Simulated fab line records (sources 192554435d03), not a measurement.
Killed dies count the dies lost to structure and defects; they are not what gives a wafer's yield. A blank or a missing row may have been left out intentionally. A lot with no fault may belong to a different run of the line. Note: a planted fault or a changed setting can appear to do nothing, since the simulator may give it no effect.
fab line records	flow n5-finfet
record lots=10	wafers=29	last-day=17
route steps=1938 shown BEOL_M11@1575 PASSIVATION@1936
lots that met no fault: taken from a fault-free run of the same line
start-h: hours from the record's opening day to when the first of the lot's shown wafers began	wait-h: time in hours since the lot's previous step	" the same as in the row above	L1.1+2: one row covering several wafers at once	- either no value or no given start	* or withheld: withheld	< > ~ a bound
route shown NAME@n: NAME is a module with steps in the file, n the number in the route of the first one	usual: mean/standard deviation of fault-free wafers	same: alike in all rows	chamber/n: place in a boat	sites: the reading at each site	_std_site: the values' standard deviation	_edge_site: inner sites' mean taken away from outer sites' mean	radius-mm: how far each site lies from the wafer's centre	mask NAME#n: copy n	behind: the last tool/chamber to shape the wafer	hold: why the lot was held/for how many hours/how that ended	device: which transistor (n, p or np) failed to switch	end of line: the same wafers' tests at the end of the route	a step given without rows: its recipe and nothing more	killed: dies that structure and defects cost at the first sort, which is not the same as the wafer's yield	map: a wafer's dies, x killed, . not, _ none there
set.NAME: the setting the step ran with; set.NAME@STEP: the setting that earlier step ran with	model.NAME: the simulator's own value behind a step, which no gauge read
a sample of lots followed through the steps of the route, with each step as a table and each wafer as a row
services: from which hour (start-h, from the record's first day; less than 0 if before it) a tool's chamber was out of use, for how many hours, and why
## steps
# step N5_BEOL_M11_VIA_ETCH_34
# recipe chemistry=C4F6/O2	target=SiCOH_lowk	target-depth-a=1845	mask-material=SOC	taper-deg=4	time-s=69.2	ion-energy-ev=250	pressure-mtorr=30	source-w=345	bias-w=185	Ar_flow_sccm=300	C4F6_flow_sccm=10	O2_flow_sccm=10
# usual O2_flow_sccm=10.000/0.029	drypump-motor-current-A=5.9/0.31	oes_f_703_au=0.79/0.088	oes-product-au=0.78/0.078	rf-vpp-V=661/20	showerhead-plenum-p-Torr=2.84/0.082	throttle-valve-pct=20.88/0.18
lot.wafer	tool	chamber	start-h	wait-h	O2_flow_sccm	drypump-motor-current-A	oes_f_703_au	oes-product-au	rf-hours-counter-h	rf-vpp-V	showerhead-plenum-p-Torr	throttle-valve-pct
L899.2	rie-diel-01	3	237.00	0.0	9.983	5.9	0.71	0.71	192	658	2.73	21.03
L899.4	"	1	"	"	9.958	6.2	0.76	0.76	145	666	2.84	20.74
L899.6	"	0	"	"	10.060	6.1	0.91	0.90	-	671	2.90	20.57
L903.1	rie-diel-05	2	251.04	0.0	9.957	5.7	0.88	0.85	63	626	2.78	20.74
L903.4	"	0	"	"	10.013	5.6	0.69	0.73	218	705	2.80	21.00
L903.6	"	0	"	"	10.008	5.5	0.68	0.73	-	704	2.80	21.00
L904.4	rie-diel-05	2	257.56	0.0	9.948	5.7	0.88	0.84	65	627	2.78	20.74
L904.6	"	2	"	"	9.971	5.7	0.88	0.84	-	627	2.78	20.74
L912.2	rie-diel-01	2	306.52	0.0	9.998	5.6	0.86	0.85	66	672	2.89	20.75
L912.4	"	1	"	"	9.986	6.2	0.74	0.76	165	664	2.84	20.75
L912.6	"	1	"	"	10.045	6.2	0.74	0.75	-	664	2.84	20.78
L913.2	rie-diel-05	2	327.28	0.0	10.032	5.7	0.86	0.82	84	627	2.77	20.77
L913.4	"	1	"	"	10.016	5.5	0.76	0.75	185	658	2.69	21.01
L913.6	"	2	"	"	10.019	5.7	0.85	0.82	-	627	2.77	20.79
L914.1	rie-diel-01	3	328.09	0.0	9.989	5.9	0.69	0.69	217	658	2.72	21.08
L914.4	"	0	"	"	10.050	6.1	0.87	0.85	50	670	2.89	20.61
L914.6	"	2	"	"	10.039	5.6	0.85	0.84	-	670	2.89	20.78
L915.2	rie-diel-02	3	331.67	0.0	9.973	6.1	0.91	0.88	49	638	2.90	21.20
L915.4	"	1	"	"	9.963	6.6	0.71	0.69	215	648	2.81	21.08
L915.6	"	3	"	"	10.018	6.1	0.90	0.87	-	639	2.90	21.19
L917.1	rie-diel-01	3	347.94	0.0	9.952	5.9	0.69	0.69	223	658	2.71	21.10
L917.3	"	2	"	"	9.985	5.6	0.84	0.82	80	672	2.88	20.75
L917.4	"	1	"	"	9.959	6.2	0.74	0.74	179	666	2.83	20.79
L921.2	rie-diel-05	1	357.92	0.0	10.023	5.5	0.76	0.74	196	657	2.69	21.01
L921.4	"	2	"	"	9.976	5.7	0.84	0.81	96	626	2.76	20.78
L921.5	"	1	"	"	9.972	5.5	0.77	0.75	-	657	2.69	21.04
L922.2	rie-diel-02	2	361.73	0.0	9.988	6.1	0.87	0.88	48	659	2.98	20.68
L922.5	"	0	"	"	9.978	5.6	0.70	0.69	-	639	2.90	20.91
L922.6	"	1	"	"	9.997	6.6	0.71	0.69	-	650	2.81	21.09
# step N5_BEOL_M11_STRIP_36
# recipe chemistry=N2/H2	power-w=450	temp-c=40	pressure-mtorr=20	rf-frequency-hz=6e+07	overash-fraction=0.3	bias-power-w=7	h2-frac=0.5	n2-flow-sccm=200	h2-flow-sccm=200
# usual drypump-motor-current-A=5.9/0.31	h2-flow-sccm=200.0/0.58	oes-product-au=0.78/0.078	rf-vpp-V=59.1/1.9	showerhead-plenum-p-Torr=2.55/0.082	throttle-valve-pct=23.77/0.26
lot.wafer	tool	chamber	start-h	wait-h	drypump-motor-current-A	h2-flow-sccm	oes-product-au	rf-hours-counter-h	rf-vpp-V	showerhead-plenum-p-Torr	throttle-valve-pct
L899.2	rie-diel-01	3	237.06	0.0	5.9	199.5	0.73	192	59.0	2.41	23.62
L899.4	"	1	"	"	6.2	199.9	0.77	145	60.2	2.54	23.37
L899.6	"	0	"	"	6.1	200.7	0.90	-	60.8	2.60	23.48
L903.1	rie-diel-05	2	251.11	0.0	5.7	199.6	0.86	63	59.1	2.46	23.78
L903.4	"	0	"	"	5.6	200.2	0.75	218	58.7	2.52	23.87
L903.6	"	0	"	"	5.6	200.4	0.75	-	57.1	2.52	23.89
L904.4	rie-diel-05	2	257.62	0.0	5.7	198.6	0.84	65	59.8	2.46	23.85
L904.6	"	2	"	"	5.7	198.8	0.84	-	57.7	2.46	23.79
L912.2	rie-diel-01	2	306.59	0.0	5.6	200.1	0.84	66	57.8	2.57	23.58
L912.4	"	1	"	"	6.2	199.2	0.76	165	57.1	2.53	23.41
L912.6	"	1	"	"	6.3	200.2	0.74	-	60.8	2.53	23.36
L913.2	rie-diel-05	2	327.34	0.0	5.7	200.6	0.82	84	57.8	2.46	23.84
L913.4	"	1	"	"	5.5	199.8	0.75	185	58.5	2.46	24.36
L913.6	"	2	"	"	5.7	199.9	0.82	-	55.5	2.45	23.87
L914.1	rie-diel-01	3	328.15	0.0	5.9	199.8	0.72	217	53.3	2.40	23.69
L914.4	"	0	"	"	6.1	199.8	0.87	50	60.0	2.59	23.57
L914.6	"	2	"	"	5.6	200.7	0.84	-	62.8	2.57	23.60
L915.2	rie-diel-02	3	331.73	0.0	6.1	199.1	0.87	49	57.7	2.56	23.46
L915.4	"	1	"	"	6.5	200.2	0.68	215	58.6	2.52	23.77
L915.6	"	3	"	"	6.1	199.9	0.87	-	60.6	2.56	23.49
L917.1	rie-diel-01	3	348.01	0.0	5.9	199.8	0.72	223	57.4	2.40	23.70
L917.3	"	2	"	"	5.6	199.7	0.82	80	62.2	2.57	23.61
L917.4	"	1	"	"	6.2	200.1	0.74	179	58.6	2.52	23.40
L921.2	rie-diel-05	1	357.99	0.0	5.5	200.3	0.75	196	58.4	2.45	24.29
L921.4	"	2	"	"	5.7	198.4	0.79	96	59.5	2.45	23.83
L921.5	"	1	"	"	5.5	199.9	0.74	-	61.4	2.45	24.31
L922.2	rie-diel-02	2	361.79	0.0	6.1	200.4	0.87	48	59.2	2.72	24.13
L922.5	"	0	"	"	5.6	199.2	0.68	-	62.5	2.62	23.89
L922.6	"	1	"	"	6.6	199.4	0.68	-	60.4	2.51	23.82
# step N5_BEOL_M11_ALD_74
# recipe material=TaN	target-thk-a=20	temp-c=275	ald-precursor-family=PDMAT	ald-co-reactant=NH3	pressure-torr=3	carrier-flow-sccm=1500	pulse-time-s=2	purge-time-s=3	co-reactant-purge-time-s=2	co-reactant-pulse-time-s=3	ald-cycles=40	precursor-vessel-temp-c=75	precursor-vessel-pressure-torr=26.25	precursor-vessel-carrier-sccm=1000
# usual heater-power-w=412/37	precursor-vessel-carrier-sccm=1000/3.3
lot.wafer	tool	chamber	start-h	wait-h	heater-power-w	precursor-vessel-carrier-sccm
L899.2	ald-metal-03	3	238.39	0.0	466	993
L899.4	"	2	"	"	368	1003
L899.6	"	3	"	"	463	995
L903.1	ald-metal-02	1	252.41	0.3	355	1007
L903.4	"	0	"	"	377	1001
L903.6	"	1	"	"	356	1002
L904.4	ald-metal-02	1	258.60	0.0	351	1003
L904.6	"	3	"	"	401	1001
L912.2	ald-metal-03	2	307.90	0.1	354	998
L912.4	"	0	"	"	435	1000
L912.6	"	1	"	"	393	996
L913.2	ald-metal-01	1	328.26	0.0	452	1002
L913.4	"	0	"	"	460	1001
L913.6	"	1	"	"	451	1001
L914.1	ald-metal-02	1	329.86	0.1	354	999
L914.4	"	3	"	"	403	1003
L914.6	"	1	"	"	373	997
L915.2	ald-metal-01	2	332.62	0.1	438	1007
L915.4	"	3	"	"	406	996
L915.6	"	3	"	"	422	1000
L917.1	ald-metal-03	3	349.99	0.0	467	1004
L917.3	"	2	"	"	367	994
L917.4	"	1	"	"	380	995
L921.2	ald-metal-01	1	358.95	0.0	445	1005
L921.4	"	3	"	"	396	1003
L921.5	"	2	"	"	433	1002
L922.2	ald-metal-02	0	362.79	0.0	366	1006
L922.5	"	2	"	"	411	996
L922.6	"	1	"	"	311	997
# step N5_BEOL_M11_SPUTTER_48
# recipe material=Cu	target-thk-a=120	temp-c=-20	bias-v=60	power-w=26000	chamber-pressure-pa=0.13	time-s=2
# usual cathode-dc-power-W=26001/4.7	throttle-valve-pct=30.0/1
lot.wafer	tool	chamber	start-h	wait-h	cathode-dc-power-W	throttle-valve-pct
L899.2	pvd-sputter-01	-	238.93	0.1	25996	29.8
L899.4	"	-	"	"	26002	30.5
L899.6	"	-	"	"	26006	30.5
L903.1	pvd-sputter-01	-	253.28	0.2	26000	29.8
L903.4	"	-	"	"	25995	30.6
L903.6	"	-	"	"	26005	27.5
L904.4	pvd-sputter-01	-	259.15	0.0	26001	30.6
L904.6	"	-	"	"	25996	30.4
L912.2	pvd-sputter-02	-	308.76	0.2	25998	30.4
L912.4	"	-	"	"	26002	30.3
L912.6	"	-	"	"	26005	30.4
L913.2	pvd-sputter-01	-	329.40	0.2	25998	30.0
L913.4	"	-	"	"	26007	30.5
L913.6	"	-	"	"	25990	30.5
L914.1	pvd-sputter-01	-	330.54	0.1	22849	30.2
L914.4	"	-	"	"	25998	30.6
L914.6	"	-	"	"	22848	30.5
L915.2	pvd-sputter-02	-	334.81	1.6	26002	30.6
L915.4	"	-	"	"	25991	30.3
L915.6	"	-	"	"	26004	30.5
L917.1	pvd-sputter-01	-	350.77	0.1	26012	30.8
L917.3	"	-	"	"	22844	30.5
L917.4	"	-	"	"	26006	30.0
L921.2	pvd-sputter-02	-	359.71	0.3	25997	30.4
L921.4	"	-	"	"	26008	30.2
L921.5	"	-	"	"	26003	30.3
L922.2	pvd-sputter-02	-	364.53	1.3	25996	30.5
L922.5	"	-	"	"	26006	29.9
L922.6	"	-	"	"	26000	30.7
# step N5_PASSIVATION_PROBE_49
# usual defect-limited-yield=91.2/1.5	killed_at_M0_to_M3=31/10	killed_at_M4_up=15/5.9	killed-at-contacts=13/6	killed-at-front-end=41/11	killed-at-other=4/3.1	killed-dies=104/18	killed-open=68/13	killed-short=33/8.1	sort_bin_4_leakage=0.00/0.03	sort_bin_5_function=5.1/1.1	sort_bin_6_memory=3.2/0.69	sort_bin_8_speed=0.01/0.045	sort-n-pass=1076/18	sort-yield-pct=91.2/1.5
# same gross-dies=1180	killed-at-back-side=0
lot.wafer	tool	chamber	start-h	wait-h	defect-limited-yield[%]	killed_at_M0_to_M3	killed_at_M4_up	killed-at-contacts	killed-at-front-end	killed-at-other	killed-dies	killed-open	killed-short	sort_bin_4_leakage[%]	sort_bin_5_function[%]	sort_bin_6_memory[%]	sort_bin_8_speed[%]	sort-n-pass	sort-yield-pct[%]
L899.2	prober-01	-	279.54	0.1	91.3	23	6	25	44	5	103	68	35	0	4.7	3.9	0	1077	91.3
L899.4	prober-01	-	279.64	0.2	92.7	24	12	12	36	2	86	47	36	0	4.3	2.8	0	1094	92.7
L899.6	prober-01	-	279.74	0.3	91.0	32	9	17	45	3	106	67	37	0	5.3	3.4	0	1074	91.0
L903.1	prober-01	-	290.25	0.0	91.3	20	24	11	44	4	103	70	33	0	4.6	4.0	0	1077	91.3
L903.4	prober-01	-	290.40	0.2	89.3	31	11	20	59	5	126	82	34	0	5.9	3.9	0	1054	89.3
L903.6	prober-01	-	290.50	0.3	92.9	23	15	17	29	0	84	54	29	0	4.2	2.6	0	1096	92.9
L904.4	prober-01	-	295.53	0.2	89.0	45	8	13	53	11	130	87	43	0	6.6	4.1	0	1050	89.0
L904.6	prober-01	-	295.63	0.3	90.0	38	23	19	32	6	118	85	32	0	6.1	3.5	0	1062	90.0
L912.2	prober-01	-	345.49	0.1	93.1	26	12	10	28	5	81	56	24	0	4.3	2.3	0	1099	93.1
L912.4	prober-01	-	345.59	0.2	89.2	36	19	16	50	6	127	85	41	0	6.2	4.2	0	1053	89.2
L912.6	prober-01	-	345.69	0.3	91.7	28	21	0	40	9	98	66	32	0	4.7	3.5	0	1082	91.7
L913.2	prober-01	-	364.54	0.1	91.4	35	11	15	38	2	101	71	28	0	4.7	3.4	0	1079	91.4
L913.4	prober-01	-	364.64	0.2	89.7	34	18	26	43	1	122	85	37	0	6.9	3.2	0	1058	89.7
L913.6	prober-01	-	364.74	0.3	95.5	16	1	7	29	0	53	34	19	0	2.2	2.1	0	1127	95.5
L914.1	prober-01	-	372.28	0.0	92.2	28	17	13	28	6	92	57	26	0	3.8	3.0	0	1088	92.2
L914.4	prober-01	-	372.43	0.2	92.3	31	14	15	27	4	91	52	39	0	3.9	3.4	0	1089	92.3
L914.6	prober-01	-	372.53	0.3	91.8	50	6	3	37	1	97	68	29	0	5.5	2.5	0	1083	91.8
L915.2	prober-01	-	379.41	0.1	91.9	32	19	13	31	1	96	73	23	0	4.7	3.1	0	1084	91.9
L915.4	prober-01	-	379.51	0.2	91.0	37	12	14	36	7	106	74	29	0.17	5.1	3.6	0	1072	90.8
L915.6	prober-01	-	379.61	0.3	91.9	27	14	12	38	5	96	68	18	0	4.6	2.7	0	1084	91.9
L917.1	prober-02	-	394.70	0.0	90.6	27	22	9	50	3	111	76	35	0	5.8	3.2	0	1069	90.6
L917.3	prober-02	-	394.80	0.1	91.1	16	17	12	54	6	105	62	38	0	4.7	3.2	0	1075	91.1
L917.4	prober-02	-	394.85	0.2	90.3	23	31	11	44	6	115	78	37	0	5.7	3.8	0	1065	90.3
L921.2	prober-02	-	401.13	0.1	88.5	45	7	22	59	3	136	96	40	0	6.6	4.4	0	1044	88.5
L921.4	prober-02	-	401.23	0.2	90.2	46	10	10	43	7	116	63	49	0	5.5	3.6	0	1064	90.2
L921.5	prober-02	-	401.28	0.2	91.1	37	7	10	50	1	105	63	41	0	5.3	3.1	0	1075	91.1
L922.2	prober-01	-	406.60	0.1	91.8	21	18	16	41	1	97	64	25	0.17	4.7	2.8	0.08	1081	91.6
L922.5	prober-01	-	406.75	0.2	92.4	19	16	13	42	0	90	61	26	0	4.6	2.7	0	1090	92.4
L922.6	prober-01	-	406.80	0.3	92.1	19	12	10	49	3	93	61	24	0	4.8	2.8	0	1087	92.1
# killed by level:class
L899.2 MOL_CONTACT_COAG:geometric-particle:open=19 DUMMY_GATE:geometric-particle:open=12 BEOL_M0_SAQP:geometric-particle:short=8 STI_FIN_REVEAL:geometric-particle:open=6 MOL_CONTACT_COAG:geometric-particle:short=6 FIN_SAQP:geometric-particle:short=5 FIN_SAQP:geometric-particle:open=5 BEOL_M0_SAQP:geometric-particle:open=5
L899.4 MOL_CONTACT_COAG:geometric-particle:open=9 BEOL_M0_SAQP:geometric-particle:short=9 STI_FIN_REVEAL:geometric-particle:open=7 GATE_CUT:geometric-particle:short=7 BEOL_M0_SAQP:geometric-particle:open=5 DUMMY_GATE:geometric-particle:open=4 STARTING-WAFER:geometric-particle:open=4 FIN_SAQP:geometric-particle:short=3
L899.6 MOL_CONTACT_COAG:geometric-particle:open=14 STI_FIN_REVEAL:geometric-particle:open=13 BEOL_M0_SAQP:geometric-particle:open=11 GATE_CUT:geometric-particle:short=7 BEOL_M0_SAQP:geometric-particle:short=7 FIN_SAQP:geometric-particle:open=6 STI_FIN_REVEAL:geometric-particle:short=5 BEOL_M2:geometric-particle:open=5
L903.1 FIN_SAQP:geometric-particle:short=9 STI_FIN_REVEAL:geometric-particle:open=9 BEOL_M0_SAQP:geometric-particle:open=9 MOL_CONTACT_COAG:geometric-particle:open=8 BEOL_M4:geometric-particle:open=8 FIN_SAQP:geometric-particle:open=6 BEOL_M0_SAQP:geometric-particle:short=5 BEOL_M7:geometric-particle:open=5
L903.4 MOL_CONTACT_COAG:geometric-particle:open=19 STI_FIN_REVEAL:geometric-particle:open=13 FIN_SAQP:geometric-particle:open=11 GATE_CUT:geometric-particle:short=9 BEOL_M0_SAQP:geometric-particle:open=8 BEOL_M2:geometric-particle:open=7 HKMG_FIN:area-etch=7 FIN_SAQP:geometric-particle:short=5
L903.6 MOL_CONTACT_COAG:geometric-particle:open=11 BEOL_M0_SAQP:geometric-particle:open=8 FIN_SAQP:geometric-particle:open=6 MOL_CONTACT_COAG:geometric-particle:short=6 BEOL_M0_SAQP:geometric-particle:short=6 GATE_CUT:geometric-particle:short=5 FIN_SAQP:geometric-particle:short=4 STI_FIN_REVEAL:geometric-particle:open=4
L904.4 FIN_SAQP:geometric-particle:open=16 BEOL_M2:geometric-particle:open=13 BEOL_M0_SAQP:geometric-particle:open=12 BEOL_M3:geometric-particle:open=8 FIN_SAQP:geometric-particle:short=7 MOL_CONTACT_COAG:geometric-particle:open=7 DUMMY_GATE:geometric-particle:open=6 MOL_CONTACT_COAG:geometric-particle:short=6
L904.6 BEOL_M4:geometric-particle:open=17 MOL_CONTACT_COAG:geometric-particle:open=15 FIN_SAQP:geometric-particle:open=10 BEOL_M3:geometric-particle:open=9 BEOL_M0_SAQP:geometric-particle:open=8 STI_FIN_REVEAL:geometric-particle:open=5 DUMMY_GATE:geometric-particle:open=4 MOL_CONTACT_COAG:geometric-particle:short=4
L912.2 MOL_CONTACT_COAG:geometric-particle:open=8 BEOL_M2:geometric-particle:open=8 STI_FIN_REVEAL:geometric-particle:open=7 BEOL_M2:geometric-particle:short=7 FIN_SAQP:geometric-particle:open=6 BEOL_M0:geometric-particle:open=6 BEOL_M4:geometric-particle:open=5 STI_FIN_REVEAL:geometric-particle:short=4
L912.4 FIN_SAQP:geometric-particle:open=17 BEOL_M2:geometric-particle:open=17 MOL_CONTACT_COAG:geometric-particle:open=13 FIN_SAQP:geometric-particle:short=10 STI_FIN_REVEAL:geometric-particle:open=8 BEOL_M0_SAQP:geometric-particle:short=6 BEOL_M5:geometric-particle:open=5 SPACER0:geometric-particle:open=3
L912.6 FIN_SAQP:geometric-particle:open=11 FIN_SAQP:geometric-particle:short=9 BEOL_M0_SAQP:geometric-particle:open=9 BEOL_M4:geometric-particle:open=9 BEOL_M2:geometric-particle:open=7 BEOL_M0_SAQP:geometric-particle:short=5 BEOL_M5:geometric-particle:open=5 STI_FIN_REVEAL:geometric-particle:open=4
L913.2 MOL_CONTACT_COAG:geometric-particle:open=13 BEOL_M3:geometric-particle:open=10 STI_FIN_REVEAL:geometric-particle:open=9 DUMMY_GATE:geometric-particle:open=7 BEOL_M4:geometric-particle:open=6 BEOL_M0_SAQP:geometric-particle:open=5 FIN_SAQP:geometric-particle:open=4 STI_FIN_REVEAL:geometric-particle:short=4
L913.4 MOL_CONTACT_COAG:geometric-particle:open=21 FIN_SAQP:geometric-particle:open=13 BEOL_M3:geometric-particle:open=9 BEOL_M4:geometric-particle:open=9 STI_FIN_REVEAL:geometric-particle:open=8 BEOL_M0_SAQP:geometric-particle:open=6 GATE_CUT:geometric-particle:short=5 MOL_CONTACT_COAG:geometric-particle:short=5
L913.6 STI_FIN_REVEAL:geometric-particle:open=6 MOL_CONTACT_COAG:geometric-particle:open=6 BEOL_M3:geometric-particle:open=6 STARTING-WAFER:geometric-particle:short=5 FIN_SAQP:geometric-particle:open=3 FIN_CUT:geometric-particle:open=3 ILD0:geometric-particle:short=3 BEOL_M0_SAQP:geometric-particle:short=3
L914.1 BEOL_M1:geometric-particle:open=11 BEOL_M4:geometric-particle:open=10 HKMG_FIN:area-etch=9 MOL_CONTACT_COAG:geometric-particle:short=7 MOL_CONTACT_COAG:geometric-particle:open=6 DUMMY_GATE:geometric-particle:open=5 MIM_TOP:geometric-particle:open=4 STI_FIN_REVEAL:geometric-particle:open=3
L914.4 BEOL_M0_SAQP:geometric-particle:short=12 MOL_CONTACT_COAG:geometric-particle:open=10 BEOL_M4:geometric-particle:open=10 BEOL_M0_SAQP:geometric-particle:open=8 FIN_SAQP:geometric-particle:short=7 STI_FIN_REVEAL:geometric-particle:open=5 MOL_CONTACT_COAG:geometric-particle:short=5 STARTING-WAFER:geometric-particle:open=5
L914.6 BEOL_M0_SAQP:geometric-particle:open=19 BEOL_M0_SAQP:geometric-particle:short=9 STI_FIN_REVEAL:geometric-particle:open=8 BEOL_M3:geometric-particle:open=7 FIN_SAQP:geometric-particle:short=6 BEOL_M1:geometric-particle:open=6 FIN_SAQP:geometric-particle:open=5 BEOL_M2:geometric-particle:open=4
L915.2 STI_FIN_REVEAL:geometric-particle:open=11 MOL_CONTACT_COAG:geometric-particle:open=11 BEOL_M3:geometric-particle:open=9 BEOL_M0_SAQP:geometric-particle:open=7 BEOL_M2:geometric-particle:short=7 BEOL_M4:geometric-particle:open=7 FIN_SAQP:geometric-particle:open=5 BEOL_M2:geometric-particle:open=5
L915.4 STI_FIN_REVEAL:geometric-particle:open=15 MOL_CONTACT_COAG:geometric-particle:open=12 BEOL_M2:geometric-particle:open=10 BEOL_M0_SAQP:geometric-particle:short=8 BEOL_M1:geometric-particle:open=6 FIN_SAQP:geometric-particle:open=5 BEOL_M3:geometric-particle:open=5 BEOL_M4:geometric-particle:open=5
L915.6 STI_FIN_REVEAL:geometric-particle:open=10 MOL_CONTACT_COAG:geometric-particle:open=10 HKMG_FIN:area-etch=9 BEOL_M3:geometric-particle:open=7 BEOL_M0_SAQP:geometric-particle:open=6 BEOL_M1:geometric-particle:open=6 BEOL_M2:geometric-particle:open=5 BEOL_M4:geometric-particle:open=4
L917.1 FIN_SAQP:geometric-particle:open=15 BEOL_M4:geometric-particle:open=12 FIN_SAQP:geometric-particle:short=9 MOL_CONTACT_COAG:geometric-particle:open=9 STI_FIN_REVEAL:geometric-particle:open=7 BEOL_M2:geometric-particle:open=7 BEOL_M0_SAQP:geometric-particle:short=7 GATE_CUT:geometric-particle:open=5
L917.3 FIN_SAQP:geometric-particle:open=16 FIN_SAQP:geometric-particle:short=9 MOL_CONTACT_COAG:geometric-particle:open=9 STI_FIN_REVEAL:geometric-particle:open=7 BEOL_M3:geometric-particle:open=7 BEOL_M4:geometric-particle:open=6 STARTING-WAFER:geometric-particle:short=5 HKMG_FIN:area-etch=5
L917.4 BEOL_M4:geometric-particle:open=19 FIN_SAQP:geometric-particle:open=18 MOL_CONTACT_COAG:geometric-particle:open=8 FIN_SAQP:geometric-particle:short=7 BEOL_M2:geometric-particle:open=6 GATE_CUT:geometric-particle:short=4 BEOL_M0_SAQP:geometric-particle:open=4 BEOL_M4:geometric-particle:short=4
L921.2 MOL_CONTACT_COAG:geometric-particle:open=19 STI_FIN_REVEAL:geometric-particle:open=16 FIN_SAQP:geometric-particle:open=11 BEOL_M0_SAQP:geometric-particle:open=11 BEOL_M0_SAQP:geometric-particle:short=10 FIN_SAQP:geometric-particle:short=8 BEOL_M2:geometric-particle:open=8 DUMMY_GATE:geometric-particle:open=7
L921.4 BEOL_M0_SAQP:geometric-particle:open=12 FIN_SAQP:geometric-particle:short=9 BEOL_M2:geometric-particle:open=8 BEOL_M0_SAQP:geometric-particle:short=8 STI_FIN_REVEAL:geometric-particle:open=7 GATE_CUT:geometric-particle:short=7 MOL_CONTACT_COAG:geometric-particle:open=7 STARTING-WAFER:geometric-particle:short=5
L921.5 GATE_CUT:geometric-particle:short=11 FIN_SAQP:geometric-particle:open=8 FIN_SAQP:geometric-particle:short=8 BEOL_M0_SAQP:geometric-particle:open=8 BEOL_M2:geometric-particle:open=7 MOL_CONTACT_COAG:geometric-particle:open=7 BEOL_M0_SAQP:geometric-particle:short=6 BEOL_M0:geometric-particle:open=5
L922.2 MOL_CONTACT_COAG:geometric-particle:open=15 DUMMY_GATE:geometric-particle:open=8 BEOL_M3:geometric-particle:open=7 BEOL_M4:geometric-particle:open=7 FIN_SAQP:geometric-particle:short=6 BEOL_M1:geometric-particle:open=6 FIN_SAQP:geometric-particle:open=5 GATE_CUT:geometric-particle:short=5
L922.5 STI_FIN_REVEAL:geometric-particle:open=11 MOL_CONTACT_COAG:geometric-particle:open=10 BEOL_M4:geometric-particle:open=7 DUMMY_GATE:geometric-particle:open=6 FIN_SAQP:geometric-particle:open=5 GATE_CUT:geometric-particle:short=4 STARTING-WAFER:geometric-particle:short=4 BEOL_M1:geometric-particle:open=4
L922.6 FIN_SAQP:geometric-particle:open=13 MOL_CONTACT_COAG:geometric-particle:open=7 FIN_SAQP:geometric-particle:short=6 STI_FIN_REVEAL:geometric-particle:open=6 DUMMY_GATE:geometric-particle:open=6 GATE_CUT:geometric-particle:open=5 GATE_CUT:geometric-particle:short=4 BEOL_M4:geometric-particle:open=4
## services
tool	chamber	start-h	hours	kind
rie-diel-02	1	230.86	7.7	repair
rie-diel-02	2	237.49	1.5	repair
rie-diel-01	-	271.14	0.8	repair
ald-metal-03	-	297.93	1.4	repair
rie-diel-05	2	301.90	1.7	repair
ald-metal-01	-	302.70	0.5	repair
ald-metal-02	-	321.90	4.4	repair
ald-metal-01	-	322.42	2.8	pm
ald-metal-02	-	337.25	14.0	pm
ald-metal-02	0	337.25	14.0	vent-cycle
ald-metal-02	1	337.25	14.0	vent-cycle
ald-metal-02	2	337.25	14.0	vent-cycle
ald-metal-02	3	337.25	14.0	vent-cycle
ald-metal-01	0	340.26	4.7	repair
rie-diel-05	3	343.35	14.3	repair
rie-diel-01	3	345.53	1.9	repair
ald-metal-01	-	349.53	0.7	repair
rie-diel-02	-	350.58	7.0	repair
ald-metal-02	0	351.25	-	clean
ald-metal-02	1	351.25	-	clean
ald-metal-02	2	351.25	-	clean
ald-metal-02	3	351.25	-	clean
ald-metal-02	1	359.66	-	calibration
rie-diel-01	-	364.43	4.3	pm
## key
first-sign step=N5_BEOL_M11_SPUTTER_48	reading=cathode-dc-power-W	direction=down	sigmas=99+	usual=*	struck=*
effect none on later readings
met-at N5_BEOL_M11_SPUTTER_48
struck-lots L914,L917
struck-wafers L914.1,L914.6,L917.3
not-acting-at N5_BEOL_M11_VIA_ETCH_34,N5_BEOL_M11_STRIP_36,N5_BEOL_M11_ALD_74
onset-between 329.40 330.54
fault kind=process-parameter-drift	tool=pvd-sputter-01	chamber=-	onset-h=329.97	steps=N5_BEOL_M11_SPUTTER_48	channel=power-w	offset=*	shape=step	end-h=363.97	acts-in=*	stated=*	scope=struck-wafers-only
